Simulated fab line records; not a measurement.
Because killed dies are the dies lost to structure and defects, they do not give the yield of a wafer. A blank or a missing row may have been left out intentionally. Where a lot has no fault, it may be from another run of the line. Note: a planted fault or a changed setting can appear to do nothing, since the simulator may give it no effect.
fab line records -- flow nand_harc -- part 2 of 2: steps 4 to 6 of 6
record lots=24, wafers=72, last_day=33
route steps=1302 shown A_STAIRCASE@884 A_SGD_CUT@906 A_SLIT@933
lots that met no fault: from a run of the same line without faults
start_h: hours from the record's opening day to when the first of the lot's shown wafers began -- wait_h: time in hours since the lot's previous step -- " same as the row above -- L1.1+2: a single row standing in for several wafers -- - either no value or no given start -- * or withheld: withheld -- < > ~ a bound
route shown NAME@n: NAME is a module with steps in the file, n the number in the route of the first one -- usual: mean and standard deviation over wafers with no fault -- same: alike in all rows -- chamber/n: place in a boat -- sites: the reading at each site -- _std_site: standard deviation of those values -- _edge_site: mean of outer sites minus mean of inner sites -- radius_mm: for every site, how far away it sits from the centre of the wafer -- mask NAME#n: copy n -- behind: tool/chamber where the wafer was last shaped -- hold: the reason the lot was held/the length of the hold in hours/how it ended -- device: transistor that didn't switch, given as n, p or np -- end of line: the tests these same wafers got at the end of their route -- a step with no rows: only its recipe -- killed: at the first sort, the dies lost to defects and structure; wafer yield is something else -- map: per-die view of a wafer (x killed, . not killed, _ where there is no die)
set.NAME: the setting as run; set.NAME@STEP: as run at that earlier step -- model.NAME: the simulator's own value behind a step, which no gauge read
the route's steps for a sample of lots (tables are steps, rows are wafers)
services: the hour from which a tool's chamber was out of use, counted from the record's first day as start_h (under 0 if before that day), plus the number of hours and why
## steps
# step NHARC_A_SLIT_DESCUM_14
# recipe time_s=3, o2_flow_sccm=200, ar_flow_sccm=0, bias_power_w=0, chemistry=O2
# usual drypump_motor_current_A=5.8/0.39, oes_product_au=1.000/0.0096, rf_vpp_V=57.9/0.86, showerhead_plenum_p_Torr=1.91/0.084, throttle_valve_pct=11.312/0.0099
lot.wafer,tool,chamber,start_h,wait_h,drypump_motor_current_A,oes_product_au,rf_hours_counter_h,rf_vpp_V,showerhead_plenum_p_Torr,throttle_valve_pct
L074.2,rie_diel-06,0,448.06,0.1,6.6,0.991,6.4,58.0,1.80,11.303
L074.5,rie_diel-06,0,448.06,0.1,6.6,0.995,-,58.4,1.80,11.313
L074.6,rie_diel-06,1,448.06,0.1,6.0,0.985,-,56.6,1.80,11.296
L075.1,rie_diel-02,2,471.91,0.1,5.9,1.004,4.0,57.8,1.83,11.302
L075.2,rie_diel-02,0,471.91,0.1,5.8,0.989,3.6,59.0,2.03,11.306
L075.5,rie_diel-02,2,471.91,0.1,5.9,1.000,-,56.5,1.84,11.305
L078.1,rie_diel-02,1,485.42,0.1,5.6,0.978,3.7,57.9,1.98,11.310
L078.2,rie_diel-02,2,485.42,0.1,5.9,0.993,4.6,55.7,1.83,11.310
L078.5,rie_diel-02,0,485.42,0.1,5.8,0.992,-,58.8,2.03,11.318
L076.4,rie_diel-13,2,485.56,0.1,5.4,0.994,5.7,57.6,2.05,11.299
L076.1,rie_diel-13,0,485.56,0.1,5.3,1.018,7.3,58.4,1.96,11.307
L076.6,rie_diel-13,2,485.56,0.1,5.4,0.994,-,57.2,2.05,11.302
L077.4,rie_diel-13,0,495.27,0.1,5.2,1.003,8.4,58.1,1.96,11.309
L077.6,rie_diel-13,2,495.27,0.1,5.4,0.998,-,58.2,2.05,11.313
L077.5,rie_diel-13,3,495.27,0.1,6.5,1.012,-,56.6,1.82,11.324
L079.3,rie_diel-13,0,505.45,0.1,5.2,1.006,9.3,58.6,1.95,11.321
L079.2,rie_diel-13,2,505.45,0.1,5.4,0.987,7.9,59.1,2.05,11.310
L079.6,rie_diel-13,0,505.45,0.1,5.2,1.010,-,57.5,1.96,11.322
L080.1,rie_diel-13,0,514.67,0.1,5.3,1.011,9.8,57.4,1.95,11.310
L080.4,rie_diel-13,1,514.67,0.1,5.8,1.011,10.6,58.1,1.89,11.306
L080.6,rie_diel-13,0,514.67,0.1,5.2,1.009,-,58.4,1.96,11.316
L082.4,rie_diel-13,0,529.94,0.1,5.3,1.004,0.1,57.9,1.95,11.323
L082.1,rie_diel-13,2,529.94,0.1,5.4,0.997,0.1,59.0,2.05,11.302
L082.2,rie_diel-13,3,529.94,0.1,6.5,1.018,0.1,57.0,1.82,11.316
L081.1,rie_diel-02,3,529.98,0.1,5.8,0.997,7.8,58.6,1.95,11.306
L081.3,rie_diel-02,1,529.98,0.1,5.6,0.985,6.2,59.1,1.98,11.304
L081.5,rie_diel-02,3,529.98,0.1,5.8,1.002,-,59.3,1.95,11.338
L084.3,rie_diel-02,2,541.74,0.1,5.9,1.001,9.6,57.6,1.83,11.318
L084.6,rie_diel-02,0,541.74,0.1,5.8,1.008,-,58.4,2.02,11.287
L084.5,rie_diel-02,1,541.74,0.1,5.6,0.981,-,59.0,1.98,11.298
L083.2,rie_diel-06,1,542.42,0.1,5.9,0.999,0.8,57.9,1.80,11.322
L083.3,rie_diel-06,2,542.42,0.1,5.9,1.004,0.5,59.0,1.87,11.319
L083.5,rie_diel-06,1,542.42,0.1,5.9,1.003,-,57.4,1.80,11.321
L086.1,rie_diel-02,3,566.73,0.1,5.8,1.007,10.5,57.4,1.95,11.292
L086.3,rie_diel-02,1,566.73,0.1,5.6,0.981,8.8,58.8,1.98,11.320
L086.6,rie_diel-02,3,566.73,0.1,5.8,1.003,-,58.6,1.95,11.294
L087.2,rie_diel-13,0,570.48,0.1,5.3,1.010,2.0,57.9,1.95,11.319
L087.3,rie_diel-13,1,570.48,0.1,5.7,0.988,1.4,57.8,1.89,11.303
L087.5,rie_diel-13,0,570.48,0.1,5.3,1.006,-,59.0,1.95,11.312
L085.2,rie_diel-02,2,570.67,0.1,5.9,1.006,11.1,57.2,1.83,11.331
L085.3,rie_diel-02,0,570.67,0.1,5.8,1.013,10.5,56.6,2.02,11.316
L085.5,rie_diel-02,1,570.67,0.1,5.6,0.987,-,58.7,1.98,11.307
L088.2,rie_diel-13,2,578.07,0.1,5.4,1.000,2.4,58.0,2.05,11.303
L088.3,rie_diel-13,0,578.07,0.1,5.2,1.015,3.2,58.2,1.95,11.312
L088.6,rie_diel-13,2,578.07,0.1,5.4,0.993,-,58.1,2.05,11.322
L089.3,rie_diel-06,0,578.94,0.1,6.6,0.995,4.6,56.3,1.80,11.319
L089.4,rie_diel-06,1,578.94,0.1,5.9,0.997,4.1,58.3,1.80,11.307
L089.2,rie_diel-06,2,578.94,0.1,5.9,0.989,3.1,57.2,1.87,11.317
L090.4,rie_diel-06,0,600.31,0.1,6.6,1.013,6.0,57.5,1.80,11.314
L090.3,rie_diel-06,1,600.31,0.1,5.9,0.995,5.5,58.2,1.80,11.317
L090.5,rie_diel-06,2,600.31,0.1,5.9,1.006,-,58.4,1.87,11.310
L091.2,rie_diel-06,0,620.39,0.1,6.6,0.998,7.5,57.7,1.80,11.324
L091.6,rie_diel-06,0,620.39,0.1,6.6,1.003,-,56.0,1.80,11.320
L091.5,rie_diel-06,1,620.39,0.1,5.9,0.998,-,56.5,1.80,11.317
L092.1,rie_diel-06,3,627.36,0.1,5.4,0.998,6.9,57.6,1.95,11.305
L092.4,rie_diel-06,0,627.36,0.1,6.6,1.003,9.2,57.0,1.80,11.323
L092.5,rie_diel-06,1,627.36,0.1,5.9,0.994,-,58.7,1.80,11.315
L093.1,rie_diel-13,0,646.10,0.1,5.2,1.000,6.8,56.3,1.95,11.314
L093.6,rie_diel-13,1,646.10,0.1,5.7,0.995,-,58.5,1.89,11.300
L093.5,rie_diel-13,2,646.10,0.1,5.4,0.991,-,58.8,2.05,11.313
L094.3,rie_diel-13,3,656.46,0.1,6.4,1.013,7.2,56.3,1.82,11.322
L094.2,rie_diel-13,0,656.46,0.1,5.2,0.997,7.4,57.9,1.95,11.318
L094.5,rie_diel-13,3,656.46,0.1,6.5,1.011,-,56.7,1.82,11.290
L095.4,rie_diel-06,0,656.62,0.1,6.6,1.006,11.3,58.5,1.80,11.318
L095.3,rie_diel-06,2,656.62,0.1,5.9,0.985,8.3,57.8,1.87,11.307
L095.5,rie_diel-06,3,656.62,0.1,5.4,1.000,-,58.0,1.95,11.311
L096.3,rie_diel-13,2,660.23,0.1,5.4,0.986,6.2,58.0,2.05,11.312
L096.1,rie_diel-13,3,660.23,0.1,6.5,1.013,7.7,58.5,1.82,11.319
L096.5,rie_diel-13,2,660.23,0.1,5.4,1.001,-,57.9,2.05,11.312
L097.4,rie_diel-02,3,666.77,0.1,5.8,0.997,2.4,58.7,1.95,11.308
L097.2,rie_diel-02,1,666.77,0.1,5.6,0.987,2.3,58.1,1.98,11.296
L097.6,rie_diel-02,2,666.77,0.1,5.9,0.992,-,58.1,1.83,11.326
# step NHARC_A_SLIT_STRIP_18
# recipe o2_flow_sccm=500, ar_flow_sccm=0, bias_w=0, chemistry=O2
# usual drypump_motor_current_A=5.8/0.4, oes_product_au=1.002/0.0097, rf_vpp_V=57.8/0.94, showerhead_plenum_p_Torr=3.54/0.15, throttle_valve_pct=17.036/0.0097
lot.wafer,tool,chamber,start_h,wait_h,drypump_motor_current_A,oes_product_au,rf_hours_counter_h,rf_vpp_V,showerhead_plenum_p_Torr,throttle_valve_pct
L074.2,rie_diel-13,3,-,-,6.5,1.010,5,57.9,3.37,17.035
L074.5,rie_diel-13,2,-,-,5.4,0.987,-,58.3,3.77,17.028
L074.6,rie_diel-13,3,-,-,6.5,1.010,-,58.6,3.37,17.032
L075.1,rie_diel-06,1,-,-,6.0,0.989,7,56.7,3.34,17.028
L075.2,rie_diel-06,2,-,-,6.0,1.000,9,58.9,3.46,17.023
L075.5,rie_diel-06,0,-,-,6.6,1.008,-,57.2,3.33,17.033
L078.2,rie_diel-02,3,-,-,5.8,1.005,6,56.9,3.59,17.020
L078.1,rie_diel-02,1,-,-,5.6,0.986,4,58.8,3.64,17.032
L078.5,rie_diel-02,0,-,-,5.8,0.997,-,59.0,3.72,17.057
L076.1,rie_diel-13,2,-,-,5.4,0.995,6,57.6,3.77,17.035
L076.4,rie_diel-13,0,-,-,5.2,1.012,8,57.3,3.60,17.026
L076.6,rie_diel-13,2,-,-,5.4,0.994,-,58.3,3.77,17.033
L077.4,rie_diel-13,1,-,-,5.8,1.017,10,57.0,3.50,17.027
L077.5,rie_diel-13,2,-,-,5.4,1.005,-,59.9,3.77,17.051
L077.6,rie_diel-13,3,-,-,6.5,1.010,-,58.0,3.37,17.031
L079.3,rie_diel-13,2,-,-,5.4,0.994,9,57.8,3.77,17.049
L079.2,rie_diel-13,1,-,-,5.7,1.011,11,57.1,3.50,17.048
L079.6,rie_diel-13,3,-,-,6.5,1.019,-,58.0,3.37,17.049
L080.1,rie_diel-02,2,-,-,5.9,1.001,8,56.9,3.39,17.034
L080.4,rie_diel-02,3,-,-,5.8,1.001,8,59.0,3.59,17.037
L080.6,rie_diel-02,3,-,-,5.8,1.006,-,58.3,3.59,17.037
L081.1,rie_diel-06,2,-,-,5.9,1.003,0,57.2,3.46,17.038
L081.3,rie_diel-06,3,-,-,5.4,1.002,0,57.5,3.60,17.032
L081.5,rie_diel-06,0,-,-,6.6,1.010,-,56.8,3.33,17.037
L082.1,rie_diel-13,3,-,-,6.5,1.007,1,57.4,3.37,17.049
L082.4,rie_diel-13,0,-,-,5.3,1.006,1,57.2,3.60,17.043
L082.2,rie_diel-13,1,-,-,5.8,0.992,1,56.7,3.50,17.035
L084.3,rie_diel-13,2,-,-,5.4,0.997,1,57.3,3.77,17.012
L084.5,rie_diel-13,3,-,-,6.5,1.018,-,57.5,3.37,17.025
L084.6,rie_diel-13,0,-,-,5.2,1.012,-,58.6,3.60,17.032
L083.3,rie_diel-13,0,-,-,5.3,1.004,2,58.7,3.60,17.037
L083.2,rie_diel-13,1,-,-,5.8,0.991,1,57.2,3.50,17.038
L083.5,rie_diel-13,0,-,-,5.2,1.007,-,57.2,3.60,17.047
L086.1,rie_diel-13,2,-,-,5.4,0.990,2,58.6,3.76,17.038
L086.3,rie_diel-13,3,-,-,6.5,1.023,3,57.2,3.36,17.041
L086.6,rie_diel-13,0,-,-,5.2,1.015,-,58.1,3.60,17.032
L087.3,rie_diel-06,0,-,-,6.6,1.000,4,57.4,3.33,17.016
L087.2,rie_diel-06,1,-,-,6.0,0.997,4,57.9,3.34,17.027
L087.5,rie_diel-06,0,-,-,6.6,1.003,-,57.6,3.33,17.032
L085.3,rie_diel-13,0,-,-,5.3,1.007,3,60.1,3.60,17.041
L085.2,rie_diel-13,1,-,-,5.8,0.993,2,58.2,3.50,17.015
L085.5,rie_diel-13,3,-,-,6.5,1.028,-,57.3,3.36,17.036
L088.3,rie_diel-02,2,-,-,5.9,1.002,0,57.3,3.39,17.033
L088.2,rie_diel-02,3,-,-,5.8,0.994,0,57.7,3.59,17.026
L088.6,rie_diel-02,0,-,-,5.8,1.007,-,58.5,3.72,17.020
L089.3,rie_diel-02,0,-,-,5.8,1.003,0,59.0,3.72,17.021
L089.2,rie_diel-02,1,-,-,5.6,1.003,0,58.6,3.64,17.041
L089.4,rie_diel-02,2,-,-,5.9,1.003,0,57.7,3.39,17.036
L090.4,rie_diel-02,0,-,-,5.8,1.012,1,58.5,3.72,17.050
L090.3,rie_diel-02,1,-,-,5.6,0.986,1,58.3,3.64,17.038
L090.5,rie_diel-02,3,-,-,5.8,1.000,-,57.0,3.59,17.027
L091.2,rie_diel-13,2,-,-,5.4,0.995,4,58.1,3.76,17.036
L091.5,rie_diel-13,3,-,-,6.5,1.014,-,59.2,3.36,17.032
L091.6,rie_diel-13,0,-,-,5.2,1.011,-,60.0,3.60,17.025
L092.1,rie_diel-06,2,-,-,5.9,1.008,8,57.7,3.46,17.031
L092.4,rie_diel-06,1,-,-,5.9,0.991,-,56.1,3.33,17.044
L092.5,rie_diel-06,2,-,-,5.9,1.015,-,57.5,3.46,17.039
L093.1,rie_diel-06,0,-,-,6.6,1.000,11,57.5,3.33,17.047
L093.5,rie_diel-06,2,-,-,5.9,0.995,-,57.5,3.46,17.027
L093.6,rie_diel-06,3,-,-,5.4,0.996,-,56.4,3.59,17.042
L094.3,rie_diel-02,2,-,-,5.9,1.002,2,57.5,3.39,17.020
L094.2,rie_diel-02,3,-,-,5.8,0.992,2,57.7,3.58,17.045
L094.5,rie_diel-02,2,-,-,5.9,0.995,-,56.7,3.39,17.036
L095.3,rie_diel-13,1,-,-,5.7,0.990,8,56.9,3.49,17.057
L095.4,rie_diel-13,0,-,-,5.2,1.018,9,59.5,3.59,17.054
L095.5,rie_diel-13,2,-,-,5.4,0.995,-,60.2,3.76,17.032
L096.1,rie_diel-02,1,-,-,5.6,0.987,2,57.7,3.64,17.031
L096.3,rie_diel-02,2,-,-,5.9,1.010,2,58.1,3.39,17.042
L096.5,rie_diel-02,3,-,-,5.8,0.996,-,57.0,3.58,17.019
L097.2,rie_diel-02,0,-,-,5.8,1.003,3,59.1,3.72,17.028
L097.4,rie_diel-02,2,-,-,5.9,1.007,3,56.2,3.39,17.053
L097.6,rie_diel-02,3,-,-,5.8,0.998,-,58.1,3.58,17.039
# step NHARC_A_SLIT_CD_MEAS_21
# usual cd_nm=290.0/0.81
lot.wafer,tool,chamber,start_h,wait_h,cd_nm
L074.2,cd_sem-02,-,454.38,-,291.4
L074.5,cd_sem-02,-,454.38,-,289.8
L074.6,cd_sem-02,-,454.38,-,291.1
L075.1,cd_sem-01,-,478.25,-,290.0
L075.2,cd_sem-01,-,478.25,-,289.6
L075.5,cd_sem-01,-,478.25,-,289.6
L078.1,cd_sem-02,-,491.65,-,290.1
L078.2,cd_sem-02,-,491.65,-,289.7
L078.5,cd_sem-02,-,491.65,-,290.0
L076.1,cd_sem-01,-,491.85,-,290.2
L076.4,cd_sem-01,-,491.85,-,289.5
L076.6,cd_sem-01,-,491.85,-,290.9
L077.4,cd_sem-01,-,501.54,-,288.6
L077.5,cd_sem-01,-,501.54,-,288.6
L077.6,cd_sem-01,-,501.54,-,288.9
L079.2,cd_sem-01,-,511.67,-,290.8
L079.3,cd_sem-01,-,511.67,-,290.6
L079.6,cd_sem-01,-,511.67,-,289.7
L080.1,cd_sem-01,-,528.04,-,289.3
L080.4,cd_sem-01,-,528.04,-,289.8
L080.6,cd_sem-01,-,528.04,-,289.9
L081.1,cd_sem-01,-,536.26,-,289.3
L081.3,cd_sem-01,-,536.26,-,289.9
L081.5,cd_sem-01,-,536.26,-,288.7
L082.1,cd_sem-03,-,536.31,-,291.9
L082.2,cd_sem-03,-,536.31,-,290.6
L082.4,cd_sem-03,-,536.31,-,290.9
L084.3,cd_sem-02,-,548.42,-,289.8
L084.5,cd_sem-02,-,548.42,-,290.5
L084.6,cd_sem-02,-,548.42,-,291.0
L083.2,cd_sem-03,-,548.77,-,289.7
L083.3,cd_sem-03,-,548.77,-,290.9
L083.5,cd_sem-03,-,548.77,-,291.0
L086.1,cd_sem-01,-,573.00,-,291.0
L086.3,cd_sem-01,-,573.00,-,290.7
L086.6,cd_sem-01,-,573.00,-,289.9
L087.2,cd_sem-02,-,576.81,-,289.5
L087.3,cd_sem-02,-,576.81,-,289.0
L087.5,cd_sem-02,-,576.81,-,289.3
L085.2,cd_sem-01,-,577.49,0.1,290.5
L085.3,cd_sem-01,-,577.49,0.1,290.4
L085.5,cd_sem-01,-,577.49,0.1,291.1
L088.2,cd_sem-03,-,584.80,-,288.7
L088.3,cd_sem-03,-,584.80,-,288.7
L088.6,cd_sem-03,-,584.80,-,288.3
L089.2,cd_sem-01,-,588.63,-,290.2
L089.3,cd_sem-01,-,588.63,-,289.7
L089.4,cd_sem-01,-,588.63,-,290.1
L090.3,cd_sem-02,-,606.61,-,291.7
L090.4,cd_sem-02,-,606.61,-,290.1
L090.5,cd_sem-02,-,606.61,-,290.7
L091.2,cd_sem-03,-,626.73,-,290.2
L091.5,cd_sem-03,-,626.73,-,290.3
L091.6,cd_sem-03,-,626.73,-,291.2
L092.1,cd_sem-01,-,637.52,-,289.0
L092.4,cd_sem-01,-,637.52,-,290.2
L092.5,cd_sem-01,-,637.52,-,289.1
L093.1,cd_sem-02,-,652.34,-,287.8
L093.5,cd_sem-02,-,652.34,-,288.8
L093.6,cd_sem-02,-,652.34,-,288.9
L094.2,cd_sem-03,-,662.73,-,289.5
L094.3,cd_sem-03,-,662.73,-,289.7
L094.5,cd_sem-03,-,662.73,-,290.3
L095.3,cd_sem-01,-,663.73,-,291.2
L095.4,cd_sem-01,-,663.73,-,290.3
L095.5,cd_sem-01,-,663.73,-,290.1
L096.1,cd_sem-01,-,666.51,-,290.7
L096.3,cd_sem-01,-,666.51,-,290.2
L096.5,cd_sem-01,-,666.51,-,289.2
L097.2,cd_sem-03,-,674.53,-,289.6
L097.4,cd_sem-03,-,674.53,-,290.2
L097.6,cd_sem-03,-,674.53,-,290.0
## services
tool,chamber,start_h,hours,kind
rie_diel-09,0,415.03,3.0,repair
rie_diel-10,-,421.40,9.0,pm
rie_diel-02,1,428.77,2.6,repair
rie_diel-06,1,451.07,3.7,repair
rie_diel-10,0,456.59,16.1,repair
rie_diel-03,-,461.93,9.0,pm
rie_diel-02,-,477.74,0.5,repair
rie_diel-06,-,484.21,9.0,pm
rie_diel-10,-,485.03,0.4,repair
rie_diel-06,2,493.26,16.8,repair
rie_diel-06,3,499.05,7.2,repair
rie_diel-06,1,512.26,17.9,repair
rie_diel-13,-,519.00,9.0,pm
rie_diel-02,3,520.60,4.7,repair
rie_diel-06,0,523.91,4.2,repair
rie_diel-02,-,547.66,0.2,repair
rie_diel-02,-,571.51,9.0,pm
rie_diel-13,2,601.19,1.8,repair
rie_diel-06,2,607.82,4.4,repair
rie_diel-06,3,628.91,13.4,repair
rie_diel-06,-,647.02,0.7,repair
rie_diel-02,-,651.56,1.4,repair
rie_diel-06,-,661.21,9.0,pm
rie_diel-13,-,666.35,0.9,repair
